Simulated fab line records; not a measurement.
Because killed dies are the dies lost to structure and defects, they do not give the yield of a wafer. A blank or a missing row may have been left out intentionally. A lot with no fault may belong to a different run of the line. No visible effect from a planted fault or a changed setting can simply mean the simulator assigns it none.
Which tool did it?	flow n5Finfet	Sampling: 24 lots, 72 wafers, 3 of 1938 route steps

## WHAT EACH GAUGE READ, for each wafer
N5_BEOL_M14_OVL_MEAS_29.
lot	measured	on	M14_OVL (nm)
L075	day 10 15:12	overlay-01	-1 4 14
L074	day 10 21:29	overlay-02	3 9 10
L077	day 11 11:35	overlay-01	-3 -4 -12
L076	day 11 14:55	overlay-02	-4 11 5
L079	day 11 20:27	overlay-01	-13 -4 -12
L078	day 12 01:17	overlay-02	0 2 1
L080	day 12 07:35	overlay-02	1 5 6
L081	day 12 08:15	overlay-01	12 13 5
L082	day 12 19:50	overlay-01	2 -2 9
L083	day 13 01:36	overlay-02	4 -1 5
L084	day 13 14:38	overlay-02	-4 2 1
L086	day 14 06:53	overlay-01	1 -2 -3
L087	day 14 08:20	overlay-02	1 -4 8
L085	day 14 09:14	overlay-02	12 13 6
L088	day 15 03:44	overlay-01	14 12 -1
L089	day 15 04:37	overlay-01	-3 -7 -3
L091	day 15 04:16	overlay-01	0 9 3
L090	day 15 11:44	overlay-01	-5 2 4
L093	day 15 12:36	overlay-02	4 0 5
L094	day 15 15:54	overlay-01	-4 4 -3
L092	day 15 15:56	overlay-01	-6 -4 -5
L095	day 16 12:41	overlay-01	-1 3 1
L096	day 16 16:35	overlay-02	0 8 6
L097	day 17 04:04	overlay-01	13 5 12

N5_BEOL_M14_INSPECT_30: inspects for defects (macro).
lot	measured	on	rawDefectCount
L075	day 10 15:13	defectInspect-02	1 3 4
L074	day 10 21:30	defectInspect-01	3 1 1
L077	day 11 11:37	defectInspect-01	1 0 2
L076	day 11 14:56	defectInspect-01	1 1 1
L079	day 11 20:29	defectInspect-02	3 1 1
L078	day 12 01:18	defectInspect-01	1 0 1
L080	day 12 07:37	defectInspect-01	4 1 3
L081	day 12 08:16	defectInspect-02	2 6 3
L082	day 12 19:52	defectInspect-02	1 2 0
L083	day 13 01:37	defectInspect-02	1 0 2
L084	day 13 14:39	defectInspect-01	1 3 3
L086	day 14 06:55	defectInspect-02	3 2 4
L087	day 14 08:22	defectInspect-02	4 2 1
L085	day 14 09:15	defectInspect-02	0 3 2
L088	day 15 03:45	defectInspect-01	2 2 3
L089	day 15 04:38	defectInspect-02	1 0 1
L091	day 15 04:17	defectInspect-01	1 4 4
L090	day 15 11:45	defectInspect-02	1 3 2
L093	day 15 12:37	defectInspect-01	1 0 4
L094	day 15 15:55	defectInspect-01	2 2 4
L092	day 15 15:58	defectInspect-01	0 3 1
L095	day 16 12:43	defectInspect-02	2 4 3
L096	day 16 16:37	defectInspect-01	0 0 2
L097	day 17 04:05	defectInspect-02	2 6 4

## EACH LOT AND THE TOOL THAT RAN IT (in order: tool; ch and the chambers of the sampled wafers; start)
lot	N5_BEOL_M13_SPUTTER_45
L075	pvdSputter-01, day 10 12:33
L074	pvdSputter-03, day 10 18:35
L077	pvdSputter-01, day 11 08:54
L076	pvdSputter-02, day 11 12:28
L079	pvdSputter-02, day 11 16:51
L078	pvdSputter-02, day 11 21:49
L080	pvdSputter-03, day 12 04:44
L081	pvdSputter-01, day 12 05:02
L082	pvdSputter-01, day 12 17:13
L083	pvdSputter-01, day 12 23:01
L084	pvdSputter-03, day 13 11:58
L086	pvdSputter-02, day 14 04:19
L087	pvdSputter-02, day 14 05:43
L085	pvdSputter-01, day 14 06:31
L088	pvdSputter-01, day 15 00:51
L089	pvdSputter-01, day 15 01:20
L091	pvdSputter-02, day 15 01:34
L090	pvdSputter-02, day 15 09:17
L093	pvdSputter-02, day 15 09:45
L094	pvdSputter-01, day 15 12:38
L092	pvdSputter-02, day 15 13:09
L095	pvdSputter-03, day 16 09:58
L096	pvdSputter-03, day 16 13:48
L097	pvdSputter-03, day 17 01:16
- N5_BEOL_M13_SPUTTER_45: material Cu, target thk 80 nm, time 13.33 s.

## WHAT THE TOOLS THEMSELVES READ (means of the sampled wafers that have a number; where no wafer has one, the mark that the record gives instead)
N5_BEOL_M13_SPUTTER_45.
lot	tool	throttleValvePct (%)
L075	pvdSputter-01	29.0
L074	pvdSputter-03	30.7
L077	pvdSputter-01	29.4
L076	pvdSputter-02	30.3
L079	pvdSputter-02	30.1
L078	pvdSputter-02	29.8
L080	pvdSputter-03	30.0
L081	pvdSputter-01	29.3
L082	pvdSputter-01	29.3
L083	pvdSputter-01	29.1
L084	pvdSputter-03	30.7
L086	pvdSputter-02	29.8
L087	pvdSputter-02	29.9
L085	pvdSputter-01	29.5
L088	pvdSputter-01	30.2
L089	pvdSputter-01	29.5
L091	pvdSputter-02	29.6
L090	pvdSputter-02	29.4
L093	pvdSputter-02	29.7
L094	pvdSputter-01	28.6
L092	pvdSputter-02	29.7
L095	pvdSputter-03	30.0
L096	pvdSputter-03	30.2
L097	pvdSputter-03	29.9

## THE ANSWER, worked out from the rows above alone
Rule: the lots themselves supply what counts as usual. Put in order of their means at a reading, lots are off if they are a third of the lots or fewer, leave a main group of 4 or more, and stand apart from it by a gap of 3 or more times the standard deviation of the main group's means; of several such gaps the widest counts. Not used: any main group whose means are identical at the precision the tables above print for the reading. A lot without any number at a reading at which 4 lots or more have one is off too. Any other lot the step has rows for is counted as sound. After the gauges, taken in route order, come the tools' own readings; for these a lot's mean is taken, as printed above. The first step at which some lot is off is used, and at that step the reading that is off furthest; a lot without a number counts as furthest.
None of the lots is off at any reading shown; this tells nothing.

## WHAT THE SIMULATOR HAD PUT IN
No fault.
